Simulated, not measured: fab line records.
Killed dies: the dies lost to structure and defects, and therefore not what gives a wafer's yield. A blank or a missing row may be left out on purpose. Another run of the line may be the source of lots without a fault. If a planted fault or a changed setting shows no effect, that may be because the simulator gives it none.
Split-lot study / flow n5 finfet / 39 wafers read from 7 lots, route of 1938 steps

## THE SPLIT ITSELF
At N5_MOL_CONTACT_COAG_ETCH_67 (etches SOC in N2/H2, target depth 60 nm, overetch 21 nm, time 101.2 s), the setting source w was moved away from the recipe's 840 W on 15 of the 39 wafers read, by -7.6% to +17.0%. This setting was run at the recipe's value on the other wafers.

The split's own step is where the reading is taken.

## THE READING
rf vpp V, in V, at N5_MOL_CONTACT_COAG_ETCH_67 (etches SOC in N2/H2, target depth 60 nm, overetch 21 nm, time 101.2 s). Fault-free wafers of this fab line usually give 523.7 V, standard deviation 2.7 V.

wafer=L075.1; tool, chamber at the split=rie diel-04, 1; source w as run, W=840; against the recipe=recipe; rf vpp V, V=522.9; against lot-mates on the recipe=-
wafer=L075.2; tool, chamber at the split=rie diel-04, 2; source w as run, W=895.7; against the recipe=+6.6%; rf vpp V, V=509.3; against lot-mates on the recipe=-13.5
wafer=L075.3; tool, chamber at the split=rie diel-04, 0; source w as run, W=895.7; against the recipe=+6.6%; rf vpp V, V=508.8; against lot-mates on the recipe=-14.0
wafer=L075.4; tool, chamber at the split=rie diel-04, 3; source w as run, W=840; against the recipe=recipe; rf vpp V, V=525.9; against lot-mates on the recipe=-
wafer=L075.5; tool, chamber at the split=rie diel-04, 0; source w as run, W=840; against the recipe=recipe; rf vpp V, V=519.5; against lot-mates on the recipe=-
wafer=L075.6; tool, chamber at the split=rie diel-04, 1; source w as run, W=895.7; against the recipe=+6.6%; rf vpp V, V=513.2; against lot-mates on the recipe=-9.6
wafer=L077.2; tool, chamber at the split=rie diel-03, 1; source w as run, W=840; against the recipe=recipe; rf vpp V, V=524.2; against lot-mates on the recipe=-
wafer=L077.3; tool, chamber at the split=rie diel-03, 3; source w as run, W=840; against the recipe=recipe; rf vpp V, V=519.2; against lot-mates on the recipe=-
wafer=L077.5; tool, chamber at the split=rie diel-03, 3; source w as run, W=840; against the recipe=recipe; rf vpp V, V=520.4; against lot-mates on the recipe=-
wafer=L082.1; tool, chamber at the split=rie diel-03, 2; source w as run, W=840; against the recipe=recipe; rf vpp V, V=524.3; against lot-mates on the recipe=-
wafer=L082.2; tool, chamber at the split=rie diel-03, 1; source w as run, W=935.9; against the recipe=+11.4%; rf vpp V, V=506.6; against lot-mates on the recipe=-16.0
wafer=L082.3; tool, chamber at the split=rie diel-03, 0; source w as run, W=840; against the recipe=recipe; rf vpp V, V=523.5; against lot-mates on the recipe=-
wafer=L082.4; tool, chamber at the split=rie diel-03, 3; source w as run, W=935.9; against the recipe=+11.4%; rf vpp V, V=500.7; against lot-mates on the recipe=-21.9
wafer=L082.5; tool, chamber at the split=rie diel-03, 0; source w as run, W=935.9; against the recipe=+11.4%; rf vpp V, V=505.1; against lot-mates on the recipe=-17.5
wafer=L082.6; tool, chamber at the split=rie diel-03, 3; source w as run, W=840; against the recipe=recipe; rf vpp V, V=520.1; against lot-mates on the recipe=-
wafer=L085.1; tool, chamber at the split=rie diel-02, 0; source w as run, W=840; against the recipe=recipe; rf vpp V, V=520.1; against lot-mates on the recipe=-
wafer=L085.2; tool, chamber at the split=rie diel-02, 3; source w as run, W=776.4; against the recipe=-7.6%; rf vpp V, V=536.5; against lot-mates on the recipe=+12.8
wafer=L085.3; tool, chamber at the split=rie diel-02, 2; source w as run, W=776.4; against the recipe=-7.6%; rf vpp V, V=541.0; against lot-mates on the recipe=+17.3
wafer=L085.4; tool, chamber at the split=rie diel-02, 1; source w as run, W=776.4; against the recipe=-7.6%; rf vpp V, V=540.7; against lot-mates on the recipe=+17.0
wafer=L085.5; tool, chamber at the split=rie diel-02, 2; source w as run, W=840; against the recipe=recipe; rf vpp V, V=525.2; against lot-mates on the recipe=-
wafer=L085.6; tool, chamber at the split=rie diel-02, 1; source w as run, W=840; against the recipe=recipe; rf vpp V, V=525.8; against lot-mates on the recipe=-
wafer=L090.1; tool, chamber at the split=rie diel-04, 0; source w as run, W=784.6; against the recipe=-6.6%; rf vpp V, V=540.4; against lot-mates on the recipe=+18.9
wafer=L090.2; tool, chamber at the split=rie diel-04, 1; source w as run, W=840; against the recipe=recipe; rf vpp V, V=522.3; against lot-mates on the recipe=-
wafer=L090.3; tool, chamber at the split=rie diel-04, 3; source w as run, W=840; against the recipe=recipe; rf vpp V, V=523.9; against lot-mates on the recipe=-
wafer=L090.4; tool, chamber at the split=rie diel-04, 2; source w as run, W=840; against the recipe=recipe; rf vpp V, V=518.4; against lot-mates on the recipe=-
wafer=L090.5; tool, chamber at the split=rie diel-04, 0; source w as run, W=784.6; against the recipe=-6.6%; rf vpp V, V=540.8; against lot-mates on the recipe=+19.3
wafer=L090.6; tool, chamber at the split=rie diel-04, 1; source w as run, W=784.6; against the recipe=-6.6%; rf vpp V, V=534.4; against lot-mates on the recipe=+12.9
wafer=L093.1; tool, chamber at the split=rie diel-04, 3; source w as run, W=840; against the recipe=recipe; rf vpp V, V=525.3; against lot-mates on the recipe=-
wafer=L093.2; tool, chamber at the split=rie diel-04, 1; source w as run, W=982.9; against the recipe=+17.0%; rf vpp V, V=496.4; against lot-mates on the recipe=-28.7
wafer=L093.3; tool, chamber at the split=rie diel-04, 2; source w as run, W=982.9; against the recipe=+17.0%; rf vpp V, V=493.1; against lot-mates on the recipe=-32.0
wafer=L093.4; tool, chamber at the split=rie diel-04, 0; source w as run, W=840; against the recipe=recipe; rf vpp V, V=527.8; against lot-mates on the recipe=-
wafer=L093.5; tool, chamber at the split=rie diel-04, 1; source w as run, W=840; against the recipe=recipe; rf vpp V, V=522.1; against lot-mates on the recipe=-
wafer=L093.6; tool, chamber at the split=rie diel-04, 2; source w as run, W=982.9; against the recipe=+17.0%; rf vpp V, V=493.8; against lot-mates on the recipe=-31.3
wafer=L094.1; tool, chamber at the split=rie diel-02, 2; source w as run, W=840; against the recipe=recipe; rf vpp V, V=524.5; against lot-mates on the recipe=-
wafer=L094.2; tool, chamber at the split=rie diel-02, 3; source w as run, W=840; against the recipe=recipe; rf vpp V, V=523.0; against lot-mates on the recipe=-
wafer=L094.3; tool, chamber at the split=rie diel-02, 0; source w as run, W=840; against the recipe=recipe; rf vpp V, V=519.4; against lot-mates on the recipe=-
wafer=L094.4; tool, chamber at the split=rie diel-02, 1; source w as run, W=840; against the recipe=recipe; rf vpp V, V=526.4; against lot-mates on the recipe=-
wafer=L094.5; tool, chamber at the split=rie diel-02, 0; source w as run, W=840; against the recipe=recipe; rf vpp V, V=518.8; against lot-mates on the recipe=-
wafer=L094.6; tool, chamber at the split=rie diel-02, 3; source w as run, W=840; against the recipe=recipe; rf vpp V, V=522.7; against lot-mates on the recipe=-

THE FIT
A straight line over all 39 wafers: rf vpp V changes by -1.81 V for each +1% of source w; r = -0.97; the points scatter about the line by 2.9 V.
The same after taking each lot's own level away (the mean of its wafers on the recipe; 39 wafers): -1.88 V for each +1%; r = -0.98; scatter 2.8 V.
Per that fit: largest source w move, reading shift of 32 V.
Across the lots, their own levels run from 521.27 to 525.07 V, a range of 1.4 times the standard deviation given above.
Hence the lot-to-lot level has little effect on the slope; both slopes agree.
Check: -31.7 V against its lot-mates is what the line predicts for one of the wafers moved furthest among these (+17.0%) when that wafer is left out of the fit. Against them it came out at -28.7 V.
Tool readings at the split's step, against how far the setting was moved: rf vpp V r = -0.97.

## THE FILE'S OWN FIT
rf vpp V changes by -1.85 V for each +1% of source w, r = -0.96.
